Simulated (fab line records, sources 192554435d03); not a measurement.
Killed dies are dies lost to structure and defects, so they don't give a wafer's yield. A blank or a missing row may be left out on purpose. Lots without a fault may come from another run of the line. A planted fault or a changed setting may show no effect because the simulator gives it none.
fab line records | flow n5_finfet | part 2 of 2: steps 17 to 27 of 27
record lots=5 wafers=15 last_day=16
route steps=1938 shown BEOL_M5@1150
lots that met no fault: from a run of the same line without faults
start_h: hours from the record's first day to the start of the lot's first wafer shown | wait_h: hours since the lot's step before | " the same as in the row above | L1.1+2: a row that stands for several wafers | - no value, or no start given | * or withheld: withheld | < > ~ a bound
route shown NAME@n: a module of which the file shows steps, and the number in the route of the first | usual: mean/standard deviation of fault-free wafers | same: alike in all rows | chamber/n: place in a boat | sites: the reading at each site | _std_site: their standard deviation | _edge_site: outer sites' mean less inner sites' | radius_mm: how far each site lies from the wafer's centre | mask NAME#n: copy n | behind: the tool/chamber that last shaped the wafer | hold: why the lot was held/for how many hours/how that ended | device: the transistor (n, p or np) that didn't switch | end of line: the same wafers' tests at the end of the route | a step without rows: its recipe alone | killed: dies lost to structure and defects at the first sort, not the wafer's yield | map: a wafer's dies, x killed, . not, _ none there
set.NAME: the setting as run; set.NAME@STEP: as run at that earlier step | model.NAME: the simulator's own value behind a step, which no gauge read
lots at some steps of the route; a table a step, a row a wafer
services: from which hour (start_h, from the record's first day; less than 0 if before it) a tool's chamber was out of use, for how many hours, and why
## steps
# step N5_BEOL_M5_PRECLEAN_42
# recipe chemistry=residue_remover time_s=60 temp_c=40
# usual bath_heat_duty_pct=4.4/0.54
# columns lot.wafer tool chamber start_h wait_h bath_heat_duty_pct
L080.3 wet_bench-03 3 205.83 0.0 5.3
L080.4 " 0 " " 4.5
L080.6 " 2 " " 4.9
L079.2 wet_bench-05 0 206.11 0.0 3.8
L079.5 " 7 " " 4.3
L079.6 " 6 " " 5.1
L086.3 wet_bench-02 0 253.02 0.0 4.5
L086.4 " 5 " " 4.5
L086.5 " 4 " " 4.2
L087.2 wet_bench-02 1 259.46 0.0 4.5
L087.3 " 7 " " 4.4
L087.4 " 3 " " 4.4
L089.1 wet_bench-02 4 279.16 0.0 4.8
L089.2 " 5 " " 4.5
L089.4 " 6 " " 4.3
# step N5_BEOL_M5_SRD_43
# recipe time_s=30 temp_c=23 rinse_liquid=diw dry=ipa_marangoni
# usual bath_heat_duty_pct=3.6/0.46
# columns lot.wafer tool chamber start_h wait_h bath_heat_duty_pct
L080.3 wet_bench-03 3 205.84 0.0 3.5
L080.4 " 0 " " 3.6
L080.6 " 2 " " 2.9
L079.2 wet_bench-05 0 206.12 0.0 3.8
L079.5 " 7 " " 2.7
L079.6 " 6 " " 4.0
L086.3 wet_bench-02 0 253.04 0.0 2.8
L086.4 " 5 " " 3.9
L086.5 " 4 " " 3.5
L087.2 wet_bench-02 1 259.48 0.0 3.7
L087.3 " 7 " " 3.4
L087.4 " 3 " " 3.3
L089.1 wet_bench-02 4 279.18 0.0 3.4
L089.2 " 5 " " 4.0
L089.4 " 6 " " 4.8
# step N5_BEOL_M5_CD_MEAS_35
# recipe target_cd_nm=28 target_cd_y_nm=24 polarity=opening
# usual cd_nm=28.1/0.39
# columns lot.wafer tool chamber start_h wait_h cd_nm
L080.3 cd_sem-03 - 205.89 0.0 27.7
L080.4 " - " " 28.2
L080.6 " - " " 27.8
L079.2 cd_sem-03 - 206.16 0.0 27.8
L079.5 " - " " 29.0
L079.6 " - " " 28.3
L086.3 cd_sem-02 - 253.09 0.0 28.8
L086.4 " - " " 27.4
L086.5 " - " " 28.9
L087.2 cd_sem-03 - 259.52 0.0 28.1
L087.3 " - " " 27.6
L087.4 " - " " 27.8
L089.1 cd_sem-03 - 279.22 0.0 28.3
L089.2 " - " " 28.2
L089.4 " - " " 28.4
# step N5_BEOL_M5_CURE_80
# recipe temp_c=370 time_s=120 ambient=DMADMS/He material=SiCOH_lowk
# usual lamp_power_pct=52.32/0.049 wafer_temp_C_max=371.9/0.77
# columns lot.wafer tool chamber start_h wait_h lamp_power_pct wafer_temp_C_max
L080.3 uv_cure-01 0 206.03 0.1 52.37 371.3
L080.4 " 0 " " 52.31 371.3
L080.6 " 0 " " 52.35 371.2
L079.2 uv_cure-01 0 206.28 0.1 52.35 371.4
L079.5 " 0 " " 52.36 370.7
L079.6 " 0 " " 52.24 371.4
L086.3 uv_cure-02 2 253.23 0.1 52.27 371.3
L086.4 " 2 " " 52.29 371.1
L086.5 " 2 " " 52.27 371.1
L087.2 uv_cure-01 1 259.61 0.1 52.26 372.6
L087.3 " 1 " " 52.32 372.7
L087.4 " 1 " " 52.34 371.7
L089.1 uv_cure-02 0 279.26 0.0 52.35 372.6
L089.2 " 0 " " 52.40 372.0
L089.4 " 0 " " 52.33 373.0
# step N5_BEOL_M5_DEGAS_44
# recipe ambient=vacuum temp_c=250 time_s=60
# usual heater_power_w=368/37
# columns lot.wafer tool chamber start_h wait_h heater_power_w
L080.3 pvd_sputter-01 - 206.33 0.3 344
L080.4 " - " " 418
L080.6 " - " " 364
L079.2 pvd_sputter-01 - 207.01 0.7 411
L079.5 " - " " 411
L079.6 " - " " 420
L086.3 pvd_sputter-02 - 253.48 0.2 363
L086.4 " - " " 404
L086.5 " - " " 358
L087.2 pvd_sputter-03 - 259.88 0.2 358
L087.3 " - " " 397
L087.4 " - " " 331
L089.1 pvd_sputter-02 - 279.65 0.3 351
L089.2 " - " " 407
L089.4 " - " " 304
# step N5_BEOL_M5_PRE_CLEAN_45
# recipe gas=H2/He time_s=30 temp_c=250
# usual heater_power_w=367/37
# columns lot.wafer tool chamber start_h wait_h heater_power_w
L080.3 pvd_sputter-01 - 206.37 0.0 339
L080.4 " - " " 420
L080.6 " - " " 363
L079.2 pvd_sputter-01 - 207.05 0.0 411
L079.5 " - " " 416
L079.6 " - " " 415
L086.3 pvd_sputter-02 - 253.52 0.0 364
L086.4 " - " " 401
L086.5 " - " " 358
L087.2 pvd_sputter-03 - 259.92 0.0 372
L087.3 " - " " 406
L087.4 " - " " 332
L089.1 pvd_sputter-02 - 279.69 0.0 345
L089.2 " - " " 406
L089.4 " - " " 297
# step N5_BEOL_M5_ALD_86
# recipe material=TaN target_thk_a=* temp_c=275 ald_precursor_family=PDMAT ald_co_reactant=NH3 pressure_torr=3 carrier_flow_sccm=1500 pulse_time_s=2 purge_time_s=3 co_reactant_purge_time_s=2 co_reactant_pulse_time_s=3 ald_cycles=30 precursor_vessel_temp_c=75 precursor_vessel_pressure_torr=26.25 precursor_vessel_carrier_sccm=1000
# usual heater_power_outer_w=243/31 heater_power_w=425/51
# same co_reactant_pulse_time_s=3 co_reactant_purge_time_s=2
# columns lot.wafer tool chamber start_h wait_h heater_power_outer_w heater_power_w
L080.3 ald_metal-03 0 206.66 0.3 207 344
L080.4 " 1 " " 209 364
L080.6 " 3 " " 255 467
L079.2 ald_metal-04 0 207.34 0.3 175 346
L079.5 " 3 " " 273 451
L079.6 " 0 " " 175 355
L086.3 ald_metal-03 3 253.58 0.0 258 464
L086.4 " 0 " " 210 341
L086.5 " 3 " " 258 456
L087.2 ald_metal-04 3 259.99 0.0 264 434
L087.3 " 0 " " 172 360
L087.4 " 1 " " 221 420
L089.1 ald_metal-03 2 279.81 0.1 237 401
L089.2 " 0 " " 201 344
L089.4 " 1 " " 210 365
# step N5_BEOL_M5_SURFACE_TREAT_87
# recipe gas=Ar time_s=* ion_energy_ev=* ion_current_ma_cm2=0.5 pressure_mtorr=* ar_flow_sccm=30
# usual throttle_valve_pct=*
# columns lot.wafer tool chamber start_h wait_h throttle_valve_pct
L080.3 pvd_sputter-01 - 206.89 0.1 *
L080.4 " - " " *
L080.6 " - " " *
L079.2 pvd_sputter-03 - 207.97 0.5 *
L079.5 " - " " *
L079.6 " - " " *
L086.3 pvd_sputter-02 - 253.86 0.2 *
L086.4 " - " " *
L086.5 " - " " *
L087.2 pvd_sputter-03 - 260.21 0.1 *
L087.3 " - " " *
L087.4 " - " " *
L089.1 pvd_sputter-01 - 280.11 0.2 *
L089.2 " - " " *
L089.4 " - " " *
# step N5_BEOL_M5_CVD_47
# recipe material=Co target_thk_a=30 temp_c=withheld precursor=CCTBA/H2 pressure_torr=30 time_s=216
# columns lot.wafer tool chamber start_h wait_h
L080.3+4+6 cvd_co-02 1,1,0 206.95 0.0
L079.2+5+6 cvd_co-01 2,1,0 208.11 0.1
L086.3+4+5 cvd_co-02 1,1,0 254.00 0.1
L087.2+3+4 cvd_co-02 0,2,1 260.27 0.0
L089.1+2+4 cvd_co-02 1,0,2 280.23 0.1
# step N5_BEOL_M5_SPUTTER_48
# recipe material=Cu target_thk_a=150 temp_c=-20 chamber_pressure_pa=0.07 power_w=withheld time_s=27.62
# usual throttle_valve_pct=30.1/0.85
# columns lot.wafer tool chamber start_h wait_h throttle_valve_pct
L080.3 pvd_sputter-01 - 207.53 0.5 30.8
L080.4 " - " " 28.3
L080.6 " - " " 30.5
L079.2 pvd_sputter-03 - 208.31 0.1 30.1
L079.5 " - " " 29.9
L079.6 " - " " 31.8
L086.3 pvd_sputter-02 - 254.24 0.2 29.9
L086.4 " - " " 30.4
L086.5 " - " " 29.6
L087.2 pvd_sputter-02 - 260.43 0.1 30.0
L087.3 " - " " 30.2
L087.4 " - " " 30.1
L089.1 pvd_sputter-03 - 280.38 0.1 31.0
L089.2 " - " " 31.5
L089.4 " - " " 30.0
# step N5_BEOL_M5_ANNEAL_49
# recipe temp_c=400 time_s=1800 ambient=vacuum
# usual heater_power_w=913/88
# columns lot.wafer tool chamber start_h wait_h heater_power_w
L080.3 pvd_sputter-01 - 207.61 0.0 1024
L080.4 " - " " 902
L080.6 " - " " 1035
L079.2 pvd_sputter-03 - 208.39 0.0 994
L079.5 " - " " 987
L079.6 " - " " 921
L086.3 pvd_sputter-02 - 254.32 0.0 743
L086.4 " - " " 885
L086.5 " - " " 1005
L087.2 pvd_sputter-02 - 260.51 0.0 886
L087.3 " - " " 944
L087.4 " - " " 738
L089.1 pvd_sputter-03 - 280.46 0.0 827
L089.2 " - " " 956
L089.4 " - " " 994
## services
# columns tool chamber start_h hours kind
uv_cure-02 - 183.19 11.1 repair
ald_metal-04 - 188.31 8.7 pm
cvd_co-02 - 198.82 0.5 repair
ald_metal-03 - 211.50 0.8 repair
cvd_co-02 - 212.88 6.9 pm
rie_diel-02 1 222.31 5.3 repair
cvd_co-01 1 222.85 2.7 repair
pvd_sputter-01 - 234.69 2.1 repair
rie_diel-04 3 237.79 - clean
rie_diel-04 3 237.79 - consumable_replace:focus_ring
rie_diel-04 3 237.79 - consumable_replace:showerhead
rie_diel-04 3 237.79 23.2 scheduled_down
rie_diel-04 3 237.79 23.2 vent_cycle
ald_metal-03 - 241.79 6.0 pm
cvd_co-01 - 242.52 2.8 pm
uv_cure-01 - 247.24 3.4 pm
uv_cure-01 - 251.83 0.3 repair
pvd_sputter-01 - 256.70 7.0 repair
uv_cure-02 - 259.52 7.5 pm
rie_diel-02 1 267.30 - clean
rie_diel-02 1 267.30 - consumable_replace:esc
rie_diel-02 1 267.30 - consumable_replace:focus_ring
rie_diel-02 1 267.30 22.7 scheduled_down
rie_diel-02 1 267.30 22.7 vent_cycle
